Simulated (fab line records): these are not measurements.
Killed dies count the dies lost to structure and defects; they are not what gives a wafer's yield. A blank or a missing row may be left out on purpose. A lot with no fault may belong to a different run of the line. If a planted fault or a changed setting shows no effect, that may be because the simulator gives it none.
Split-lot trial || flow n5-finfet || 21 wafers read across 7 lots, on a route 1938 steps long

SPLIT DETAILS
At N5_BEOL_M4_DESCUM_33 (chemistry O2, time 7 s), the setting time-s was moved away from the recipe's 7 s on 6 of the 21 wafers read, by -20.8% to +15.7%. All remaining wafers had this setting at the recipe value.

FROM THE SPLIT TO THE READING: what the file shows between them, 3 steps
- N5_BEOL_M4_ETCH_77: etches underlayer in N2/H2, target depth 6.5 nm, time 5.2 s
- N5_BEOL_M4_ETCH_69: etches SiARC in CF4, target depth 15.6 nm, time 26 s
- N5_BEOL_M4_ALD_98: deposits SiO2, target thk 2.5 nm, pulse time 1 s, co reactant pulse time 1 s

THE READING
CAR-EUV_of_BEOL_M4_COAT_22.thk-nm (the simulator's own value, which no gauge read), in nm, at N5_BEOL_M4_ETCHBACK_99 (etches SiO2 in CHF3, target depth 5 nm, time 10.4 s). The file gives no usual value for it. Average 10.5 nm, standard deviation 0.11 nm, over the 15 wafers here run with the recipe.

{"wafer": "L080.1", "tool, chamber at the split": "rie-diel-05, 2", "time-s as run, s": 7, "against the recipe": "recipe", "CAR-EUV_of_BEOL_M4_COAT_22.thk-nm, nm": 10.4, "against lot-mates on the recipe": "-"}
{"wafer": "L080.3", "tool, chamber at the split": "rie-diel-05, 1,0", "time-s as run, s": 7, "against the recipe": "recipe", "CAR-EUV_of_BEOL_M4_COAT_22.thk-nm, nm": 10.4, "against lot-mates on the recipe": "-"}
{"wafer": "L080.6", "tool, chamber at the split": "rie-diel-05, 1,0", "time-s as run, s": 7, "against the recipe": "recipe", "CAR-EUV_of_BEOL_M4_COAT_22.thk-nm, nm": 10.4, "against lot-mates on the recipe": "-"}
{"wafer": "L084.1", "tool, chamber at the split": "rie-diel-04, 3", "time-s as run, s": 7, "against the recipe": "recipe", "CAR-EUV_of_BEOL_M4_COAT_22.thk-nm, nm": 10.4, "against lot-mates on the recipe": "-"}
{"wafer": "L084.3", "tool, chamber at the split": "rie-diel-04, 0", "time-s as run, s": 7, "against the recipe": "recipe", "CAR-EUV_of_BEOL_M4_COAT_22.thk-nm, nm": 10.4, "against lot-mates on the recipe": "-"}
{"wafer": "L084.6", "tool, chamber at the split": "rie-diel-04, 0", "time-s as run, s": 7, "against the recipe": "recipe", "CAR-EUV_of_BEOL_M4_COAT_22.thk-nm, nm": 10.4, "against lot-mates on the recipe": "-"}
{"wafer": "L083.2", "tool, chamber at the split": "rie-diel-04, 0,0,2", "time-s as run, s": 7, "against the recipe": "recipe", "CAR-EUV_of_BEOL_M4_COAT_22.thk-nm, nm": 10.6, "against lot-mates on the recipe": "-"}
{"wafer": "L083.4", "tool, chamber at the split": "rie-diel-04, 0,0,2", "time-s as run, s": 7, "against the recipe": "recipe", "CAR-EUV_of_BEOL_M4_COAT_22.thk-nm, nm": 10.6, "against lot-mates on the recipe": "-"}
{"wafer": "L083.6", "tool, chamber at the split": "rie-diel-04, 0,0,2", "time-s as run, s": 7, "against the recipe": "recipe", "CAR-EUV_of_BEOL_M4_COAT_22.thk-nm, nm": 10.6, "against lot-mates on the recipe": "-"}
{"wafer": "L086.1", "tool, chamber at the split": "rie-diel-04, 2", "time-s as run, s": 7, "against the recipe": "recipe", "CAR-EUV_of_BEOL_M4_COAT_22.thk-nm, nm": 10.6, "against lot-mates on the recipe": "-"}
{"wafer": "L086.4", "tool, chamber at the split": "rie-diel-04, 2,3", "time-s as run, s": 8.025, "against the recipe": "+14.6%", "CAR-EUV_of_BEOL_M4_COAT_22.thk-nm, nm": 10, "against lot-mates on the recipe": -0.6}
{"wafer": "L086.6", "tool, chamber at the split": "rie-diel-04, 2,3", "time-s as run, s": 8.025, "against the recipe": "+14.6%", "CAR-EUV_of_BEOL_M4_COAT_22.thk-nm, nm": 10.2, "against lot-mates on the recipe": -0.4}
{"wafer": "L090.1", "tool, chamber at the split": "rie-diel-06, 1", "time-s as run, s": 8.102, "against the recipe": "+15.7%", "CAR-EUV_of_BEOL_M4_COAT_22.thk-nm, nm": 9.8, "against lot-mates on the recipe": -0.6}
{"wafer": "L090.3", "tool, chamber at the split": "rie-diel-06, 3", "time-s as run, s": 8.102, "against the recipe": "+15.7%", "CAR-EUV_of_BEOL_M4_COAT_22.thk-nm, nm": 10, "against lot-mates on the recipe": -0.4}
{"wafer": "L090.5", "tool, chamber at the split": "rie-diel-06, 2", "time-s as run, s": 7, "against the recipe": "recipe", "CAR-EUV_of_BEOL_M4_COAT_22.thk-nm, nm": 10.4, "against lot-mates on the recipe": "-"}
{"wafer": "L093.2", "tool, chamber at the split": "rie-diel-06, 2,0,1", "time-s as run, s": 7, "against the recipe": "recipe", "CAR-EUV_of_BEOL_M4_COAT_22.thk-nm, nm": 10.6, "against lot-mates on the recipe": "-"}
{"wafer": "L093.3", "tool, chamber at the split": "rie-diel-06, 2,0,1", "time-s as run, s": 7, "against the recipe": "recipe", "CAR-EUV_of_BEOL_M4_COAT_22.thk-nm, nm": 10.4, "against lot-mates on the recipe": "-"}
{"wafer": "L093.5", "tool, chamber at the split": "rie-diel-06, 2,0,1", "time-s as run, s": 7, "against the recipe": "recipe", "CAR-EUV_of_BEOL_M4_COAT_22.thk-nm, nm": 10.4, "against lot-mates on the recipe": "-"}
{"wafer": "L097.2", "tool, chamber at the split": "rie-diel-06, 1", "time-s as run, s": 7, "against the recipe": "recipe", "CAR-EUV_of_BEOL_M4_COAT_22.thk-nm, nm": 10.2, "against lot-mates on the recipe": "-"}
{"wafer": "L097.3", "tool, chamber at the split": "rie-diel-06, 3,2", "time-s as run, s": 5.543, "against the recipe": "-20.8%", "CAR-EUV_of_BEOL_M4_COAT_22.thk-nm, nm": 11.2, "against lot-mates on the recipe": "+1.0"}
{"wafer": "L097.5", "tool, chamber at the split": "rie-diel-06, 3,2", "time-s as run, s": 5.543, "against the recipe": "-20.8%", "CAR-EUV_of_BEOL_M4_COAT_22.thk-nm, nm": 11.2, "against lot-mates on the recipe": "+1.0"}
If several chambers appear in one row, that row covers several wafers at once and the file leaves open which wafer was in which chamber.

FIT RESULTS
A straight line over all 21 wafers: CAR-EUV_of_BEOL_M4_COAT_22.thk-nm changes by -0.033 nm for each +1% of time-s; r = -0.94; the points scatter about the line by 0.12 nm.
The same after taking each lot's own level away (the mean of its wafers on the recipe; 21 wafers): -0.0406 nm for each +1%; r = -0.98; scatter 0.087 nm.
The reading moves by 0.85 nm for the largest change in time-s, on that fit.
The lots' own levels span 10.20 to 10.60 nm, that is 3.5 times the standard deviation above.
So the slope is not independent of the lot-to-lot level: the two fits are not the same.
Check: +0.828 nm against its lot-mates is what the line predicts for one of the wafers moved furthest among these (-20.8%) when that wafer is left out of the fit. It came out at +1 nm against them.

OTHER SPLITS APPLIED TO THESE WAFERS
These wafers also went through other splits before the reading. Each is held against what the fit with the lots' levels taken away leaves over:
{"other split on the same wafers": "N5_MOL_CONTACT_COAG_CONTACT_ETCH_14 source-w", "wafers away from the commonest value": 10, "r with CAR-EUV_of_BEOL_M4_COAT_22.thk-nm (lot level and that fit taken away)": -0.01}
{"other split on the same wafers": "N5_MOL_CONTACT_COAG_ETCH_67 source-w", "wafers away from the commonest value": 8, "r with CAR-EUV_of_BEOL_M4_COAT_22.thk-nm (lot level and that fit taken away)": -0.01}
{"other split on the same wafers": "N5_BEOL_M1_ILD_DEP_00 time-s", "wafers away from the commonest value": 6, "r with CAR-EUV_of_BEOL_M4_COAT_22.thk-nm (lot level and that fit taken away)": -0.04}
{"other split on the same wafers": "N5_BEOL_M1_PECVD_72 time-s", "wafers away from the commonest value": 6, "r with CAR-EUV_of_BEOL_M4_COAT_22.thk-nm (lot level and that fit taken away)": "+0.38"}
{"other split on the same wafers": "N5_BEOL_M2_ETCH_74 source-w", "wafers away from the commonest value": 8, "r with CAR-EUV_of_BEOL_M4_COAT_22.thk-nm (lot level and that fit taken away)": "+0.37"}
{"other split on the same wafers": "N5_BEOL_M2_COAT_67 spin-rpm", "wafers away from the commonest value": 6, "r with CAR-EUV_of_BEOL_M4_COAT_22.thk-nm (lot level and that fit taken away)": "+0.09"}

THE WHOLE CHAIN: every reading that the file lists as answering this split, in the file's order
{"step": "N5_BEOL_M4_DESCUM_33", "what it does": "chemistry O2, time 7 s", "reading": "CAR-EUV_of_BEOL_M4_COAT_22.thk-nm (the simulator's own value, which no gauge read)", "change (the file's fit)": "-0.0304 nm for each +1% of the setting", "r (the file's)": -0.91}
{"step": "N5_BEOL_M4_ETCH_77", "what it does": "etches underlayer in N2/H2, target depth 6.5 nm, time 5.2 s", "reading": "CAR-EUV_of_BEOL_M4_COAT_22.thk-nm (the simulator's own value, which no gauge read)", "change (the file's fit)": "-0.0386 nm for each +1% of the setting", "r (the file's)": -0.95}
{"step": "N5_BEOL_M4_ETCHBACK_99", "what it does": "etches SiO2 in CHF3, target depth 5 nm, time 10.4 s", "reading": "CAR-EUV_of_BEOL_M4_COAT_22.thk-nm (the simulator's own value, which no gauge read)", "change (the file's fit)": "-0.0402 nm for each +1% of the setting", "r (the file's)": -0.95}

FILE'S OWN FIT
CAR-EUV_of_BEOL_M4_COAT_22.thk-nm changes by -0.0402 nm for each +1% of time-s, r = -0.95.
